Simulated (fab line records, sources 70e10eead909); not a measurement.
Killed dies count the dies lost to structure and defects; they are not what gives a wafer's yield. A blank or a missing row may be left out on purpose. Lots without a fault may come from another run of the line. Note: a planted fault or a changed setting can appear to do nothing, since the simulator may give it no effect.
The tool behind it: which one? :: flow nand-harc :: 12 lots with 36 wafers sampled at 5 steps, on a route of 1302 steps

## WHAT THE GAUGES READ, wafer by wafer
NHARC_END_SORT_01.
lot: L757
measured: day 27 00:13
on: prober-01
defect-limited-yield (%): 90.4 90.5 91.9
killed-at-array: 61 55 55
killed-at-other: 0 1 0
killed-at-periphery: 4 8 0
killed-dies: 65 64 55
killed-open: 2 5 1
killed-short: 4 3 1

lot: L766
measured: day 30 09:25
on: prober-01
defect-limited-yield (%): 92.8 94.7 92.2
killed-at-array: 46 35 48
killed-at-other: 1 0 0
killed-at-periphery: 2 1 5
killed-dies: 49 36 53
killed-open: 3 0 4
killed-short: 2 1 3

## WHICH TOOL RAN EACH LOT (tool, then ch and the chambers of the sampled wafers, then the start)
lot: L753
NHARC_P_M0_ETCH_15: rie-diel-05 ch 0,2,3, day 7 02:05 or earlier
NHARC_P_M0_STRIP_18: rie-diel-06 ch 1,2, day 7 02:05
NHARC_P_M0_ANNEAL_30: rtp-anneal-01 ch 0, day 7 03:20
NHARC_P_M1_EXPOSE_06: arfi-scanner-01 ch 0, day 7 05:18

lot: L754
NHARC_P_M0_ETCH_15: rie-diel-10 ch 0,1,2, day 7 06:28 or earlier
NHARC_P_M0_STRIP_18: rie-diel-05 ch 1,2, day 7 06:28
NHARC_P_M0_ANNEAL_30: rtp-anneal-02 ch 0, day 7 07:47
NHARC_P_M1_EXPOSE_06: arfi-scanner-02 ch 0, day 7 10:01

lot: L755
NHARC_P_M0_ETCH_15: rie-diel-10 ch 0,1,3, day 7 18:41 or earlier
NHARC_P_M0_STRIP_18: rie-diel-06 ch 0,2,3, day 7 18:41
NHARC_P_M0_ANNEAL_30: rtp-anneal-02 ch 0, day 7 20:02
NHARC_P_M1_EXPOSE_06: arfi-scanner-02 ch 0, day 7 21:55

lot: L756
NHARC_P_M0_ETCH_15: rie-diel-05 ch 1,2,3, day 8 00:23 or earlier
NHARC_P_M0_STRIP_18: rie-diel-05 ch 1,2,3, day 8 00:23
NHARC_P_M0_ANNEAL_30: rtp-anneal-01 ch 0, day 8 01:40
NHARC_P_M1_EXPOSE_06: arfi-scanner-03 ch 0, day 8 03:44

lot: L757
NHARC_P_M0_ETCH_15: rie-diel-05 ch 2,3, day 8 13:17 or earlier
NHARC_P_M0_STRIP_18: rie-diel-05 ch 2,3, day 8 13:17
NHARC_P_M0_ANNEAL_30: rtp-anneal-02 ch 0, day 8 14:40
NHARC_P_M1_EXPOSE_06: arfi-scanner-02 ch 0, day 8 16:41

lot: L758
NHARC_P_M0_ETCH_15: rie-diel-05 ch 0,3, day 8 20:56 or earlier
NHARC_P_M0_STRIP_18: rie-diel-05 ch 0,3, day 8 20:56
NHARC_P_M0_ANNEAL_30: rtp-anneal-01 ch 0, day 8 22:17
NHARC_P_M1_EXPOSE_06: arfi-scanner-01 ch 0, day 9 00:17

lot: L759
NHARC_P_M0_ETCH_15: rie-diel-06 ch 0,1, day 9 11:24 or earlier
NHARC_P_M0_STRIP_18: rie-diel-06 ch 0,1, day 9 11:24
NHARC_P_M0_ANNEAL_30: rtp-anneal-02 ch 0, day 9 12:44
NHARC_P_M1_EXPOSE_06: arfi-scanner-02 ch 0, day 9 14:47

lot: L766
NHARC_P_M0_ETCH_15: rie-diel-05 ch 1,3, day 12 14:25 or earlier
NHARC_P_M0_STRIP_18: rie-diel-05 ch 2,3, day 12 14:25
NHARC_P_M0_ANNEAL_30: rtp-anneal-02 ch 0, day 12 15:46
NHARC_P_M1_EXPOSE_06: arfi-scanner-01 ch 0, day 12 18:25

lot: L769
NHARC_P_M0_ETCH_15: rie-diel-05 ch 1,2,3, day 13 11:41 or earlier
NHARC_P_M0_STRIP_18: rie-diel-10 ch 0,2,3, day 13 11:41
NHARC_P_M0_ANNEAL_30: rtp-anneal-02 ch 0, day 13 12:59
NHARC_P_M1_EXPOSE_06: arfi-scanner-01 ch 0, day 13 14:50

lot: L771
NHARC_P_M0_ETCH_15: rie-diel-10 ch 0,1, day 14 09:21 or earlier
NHARC_P_M0_STRIP_18: rie-diel-10 ch 0,3, day 14 09:21
NHARC_P_M0_ANNEAL_30: rtp-anneal-01 ch 0, day 14 10:47
NHARC_P_M1_EXPOSE_06: arfi-scanner-02 ch 0, day 14 12:43

lot: L772
NHARC_P_M0_ETCH_15: rie-diel-05 ch 1,2,3, day 14 19:10 or earlier
NHARC_P_M0_STRIP_18: rie-diel-06 ch 0,2,3, day 14 19:10
NHARC_P_M0_ANNEAL_30: rtp-anneal-01 ch 0, day 14 20:31
NHARC_P_M1_EXPOSE_06: arfi-scanner-02 ch 0, day 14 22:32

lot: L773
NHARC_P_M0_ETCH_15: rie-diel-05 ch 2,3, day 15 07:28 or earlier
NHARC_P_M0_STRIP_18: rie-diel-05 ch 1,2,3, day 15 07:28
NHARC_P_M0_ANNEAL_30: rtp-anneal-01 ch 0, day 15 08:45
NHARC_P_M1_EXPOSE_06: arfi-scanner-02 ch 0, day 15 10:43
- NHARC_P_M0_ETCH_15: etches the open film in C4F8/Ar, target depth 150 nm, overetch 15 nm, time 82.5 s.
- NHARC_P_M0_STRIP_18: strips in N2/H2.
- NHARC_P_M0_ANNEAL_30: time 90 s.
- NHARC_P_M1_EXPOSE_06: exposes mask P M1, target cd 130 nm.

## AS READ BY THE TOOLS THEMSELVES (means over the sampled wafers that have a number; for cases with no such wafer, the mark the record gives instead)
NHARC_P_M0_ETCH_15.
lot: L753
tool: rie-diel-05
bias-w (W): 300.3
oes-product-au (a.u.): 0.968
rf-vpp-V (V): 440.5

lot: L754
tool: rie-diel-10
bias-w (W): 299.0
oes-product-au (a.u.): 0.971
rf-vpp-V (V): 439.8

lot: L755
tool: rie-diel-10
bias-w (W): 300.4
oes-product-au (a.u.): 0.978
rf-vpp-V (V): 439.8

lot: L756
tool: rie-diel-05
bias-w (W): 299.3
oes-product-au (a.u.): 0.976
rf-vpp-V (V): 436.7

lot: L757
tool: rie-diel-05
bias-w (W): 301.2
oes-product-au (a.u.): 0.970
rf-vpp-V (V): 437.2

lot: L758
tool: rie-diel-05
bias-w (W): 300.4
oes-product-au (a.u.): 0.980
rf-vpp-V (V): 443.4

lot: L759
tool: rie-diel-06
bias-w (W): 299.8
oes-product-au (a.u.): 0.973
rf-vpp-V (V): 440.9

lot: L766
tool: rie-diel-05
bias-w (W): 299.7
oes-product-au (a.u.): 0.965
rf-vpp-V (V): 437.8

lot: L769
tool: rie-diel-05
bias-w (W): 299.8
oes-product-au (a.u.): 0.972
rf-vpp-V (V): 436.7

lot: L771
tool: rie-diel-10
bias-w (W): 300.0
oes-product-au (a.u.): 0.976
rf-vpp-V (V): 438.9

lot: L772
tool: rie-diel-05
bias-w (W): 299.5
oes-product-au (a.u.): 0.971
rf-vpp-V (V): 437.9

lot: L773
tool: rie-diel-05
bias-w (W): 300.7
oes-product-au (a.u.): 0.974
rf-vpp-V (V): 437.2

NHARC_P_M0_STRIP_18.
lot: L753
tool: rie-diel-06
drypump-motor-current-A (A): 5.5
oes-product-au (a.u.): 1.009
rf-vpp-V (V): 90.2
showerhead-plenum-p-Torr (Torr): 2.00
throttle-valve-pct (%): 14.170

lot: L754
tool: rie-diel-05
drypump-motor-current-A (A): 6.0
oes-product-au (a.u.): 0.998
rf-vpp-V (V): 90.4
showerhead-plenum-p-Torr (Torr): 1.91
throttle-valve-pct (%): 14.167

lot: L755
tool: rie-diel-06
drypump-motor-current-A (A): 5.4
oes-product-au (a.u.): 1.002
rf-vpp-V (V): 91.3
showerhead-plenum-p-Torr (Torr): 2.08
throttle-valve-pct (%): 14.162

lot: L756
tool: rie-diel-05
drypump-motor-current-A (A): 5.9
oes-product-au (a.u.): 0.999
rf-vpp-V (V): 90.2
showerhead-plenum-p-Torr (Torr): 1.92
throttle-valve-pct (%): 14.163

lot: L757
tool: rie-diel-05
drypump-motor-current-A (A): 5.7
oes-product-au (a.u.): 1.016
rf-vpp-V (V): 90.5
showerhead-plenum-p-Torr (Torr): 1.93
throttle-valve-pct (%): 14.172

lot: L758
tool: rie-diel-05
drypump-motor-current-A (A): 5.6
oes-product-au (a.u.): 1.010
rf-vpp-V (V): 90.3
showerhead-plenum-p-Torr (Torr): 2.02
throttle-valve-pct (%): 14.168

lot: L759
tool: rie-diel-06
drypump-motor-current-A (A): 6.3
oes-product-au (a.u.): 0.991
rf-vpp-V (V): 90.4
showerhead-plenum-p-Torr (Torr): 2.05
throttle-valve-pct (%): 14.171

lot: L766
tool: rie-diel-05
drypump-motor-current-A (A): 5.7
oes-product-au (a.u.): 1.004
rf-vpp-V (V): 90.0
showerhead-plenum-p-Torr (Torr): 1.92
throttle-valve-pct (%): 14.170

lot: L769
tool: rie-diel-10
drypump-motor-current-A (A): 5.5
oes-product-au (a.u.): 1.005
rf-vpp-V (V): 91.8
showerhead-plenum-p-Torr (Torr): 2.04
throttle-valve-pct (%): 14.177

lot: L771
tool: rie-diel-10
drypump-motor-current-A (A): 5.2
oes-product-au (a.u.): 1.010
rf-vpp-V (V): 90.5
showerhead-plenum-p-Torr (Torr): 2.03
throttle-valve-pct (%): 14.166

lot: L772
tool: rie-diel-06
drypump-motor-current-A (A): 5.4
oes-product-au (a.u.): 1.015
rf-vpp-V (V): 90.6
showerhead-plenum-p-Torr (Torr): 2.06
throttle-valve-pct (%): 14.169

lot: L773
tool: rie-diel-05
drypump-motor-current-A (A): 5.9
oes-product-au (a.u.): 0.995
rf-vpp-V (V): 89.6
showerhead-plenum-p-Torr (Torr): 1.91
throttle-valve-pct (%): 14.164

NHARC_P_M0_ANNEAL_30.
lot: L753
tool: rtp-anneal-01
anneal-temp-c (C): 225.04
wafer_temp_C_max: 225.4

lot: L754
tool: rtp-anneal-02
anneal-temp-c (C): 224.96
wafer_temp_C_max: 226.5

lot: L755
tool: rtp-anneal-02
anneal-temp-c (C): 225.04
wafer_temp_C_max: 226.3

lot: L756
tool: rtp-anneal-01
anneal-temp-c (C): 224.94
wafer_temp_C_max: 225.6

lot: L757
tool: rtp-anneal-02
anneal-temp-c (C): 224.92
wafer_temp_C_max: 226.3

lot: L758
tool: rtp-anneal-01
anneal-temp-c (C): 224.89
wafer_temp_C_max: 225.7

lot: L759
tool: rtp-anneal-02
anneal-temp-c (C): 225.17
wafer_temp_C_max: 226.5

lot: L766
tool: rtp-anneal-02
anneal-temp-c (C): 224.94
wafer_temp_C_max: 226.2

lot: L769
tool: rtp-anneal-02
anneal-temp-c (C): 224.85
wafer_temp_C_max: 226.7

lot: L771
tool: rtp-anneal-01
anneal-temp-c (C): 224.93
wafer_temp_C_max: 225.6

lot: L772
tool: rtp-anneal-01
anneal-temp-c (C): 225.04
wafer_temp_C_max: 225.5

lot: L773
tool: rtp-anneal-01
anneal-temp-c (C): 225.14
wafer_temp_C_max: 225.5

NHARC_P_M1_EXPOSE_06.
lot: L753
tool: arfi-scanner-01
exposure-dose-mJ-cm2: 82.01
stage-vel-mm-s (mm/s): 500.06

lot: L754
tool: arfi-scanner-02
exposure-dose-mJ-cm2: 81.92
stage-vel-mm-s (mm/s): 499.86

lot: L755
tool: arfi-scanner-02
exposure-dose-mJ-cm2: 81.92
stage-vel-mm-s (mm/s): 500.12

lot: L756
tool: arfi-scanner-03
exposure-dose-mJ-cm2: 81.93
stage-vel-mm-s (mm/s): 500.08

lot: L757
tool: arfi-scanner-02
exposure-dose-mJ-cm2: 81.88
stage-vel-mm-s (mm/s): 499.92

lot: L758
tool: arfi-scanner-01
exposure-dose-mJ-cm2: 81.97
stage-vel-mm-s (mm/s): 499.97

lot: L759
tool: arfi-scanner-02
exposure-dose-mJ-cm2: 81.93
stage-vel-mm-s (mm/s): 499.89

lot: L766
tool: arfi-scanner-01
exposure-dose-mJ-cm2: 81.87
stage-vel-mm-s (mm/s): 500.05

lot: L769
tool: arfi-scanner-01
exposure-dose-mJ-cm2: 79.13
stage-vel-mm-s (mm/s): 500.35

lot: L771
tool: arfi-scanner-02
exposure-dose-mJ-cm2: 81.99
stage-vel-mm-s (mm/s): 499.82

lot: L772
tool: arfi-scanner-02
exposure-dose-mJ-cm2: 81.83
stage-vel-mm-s (mm/s): 500.30

lot: L773
tool: arfi-scanner-02
exposure-dose-mJ-cm2: 81.96
stage-vel-mm-s (mm/s): 500.35

## THE ANSWER, worked out from the rows above alone
Rule: the usual values come from the lots themselves. The widest of any qualifying gaps counts: lots, ordered by their means at a reading, are off when they make up no more than a third of the lots, leave a main group of 4 or more, and stand apart from it by 3 or more times the standard deviation of that group's means. Not used: any main group whose means are identical at the precision the tables above print for the reading. Also off: a lot with no number at a reading for which 4 or more lots have one. The other lots that the step has rows for count as sound. First the gauges in route order, then the tools' own readings, where a lot's mean is used as printed above. At the first step where some lot is off, the reading lying furthest off is the one used; lots without a number count as furthest.
Off, at NHARC_P_M1_EXPOSE_06 on exposure-dose-mJ-cm2: L769. Mean 81.93 and standard deviation 0.051 in the main group.
A tool fits if, at that step or a process step before it, it ran every lot that is off, and no sound lot after the first of them. Because NHARC_P_M0_ETCH_15 lacks a start for some lots, the hours and order of its lots are taken from NHARC_P_M0_STRIP_18. Can't be told from this: 2 tools fit, rtp-anneal-02 at NHARC_P_M0_ANNEAL_30, arfi-scanner-01 at NHARC_P_M1_EXPOSE_06.

## WHAT THE SIMULATOR HAD PUT IN
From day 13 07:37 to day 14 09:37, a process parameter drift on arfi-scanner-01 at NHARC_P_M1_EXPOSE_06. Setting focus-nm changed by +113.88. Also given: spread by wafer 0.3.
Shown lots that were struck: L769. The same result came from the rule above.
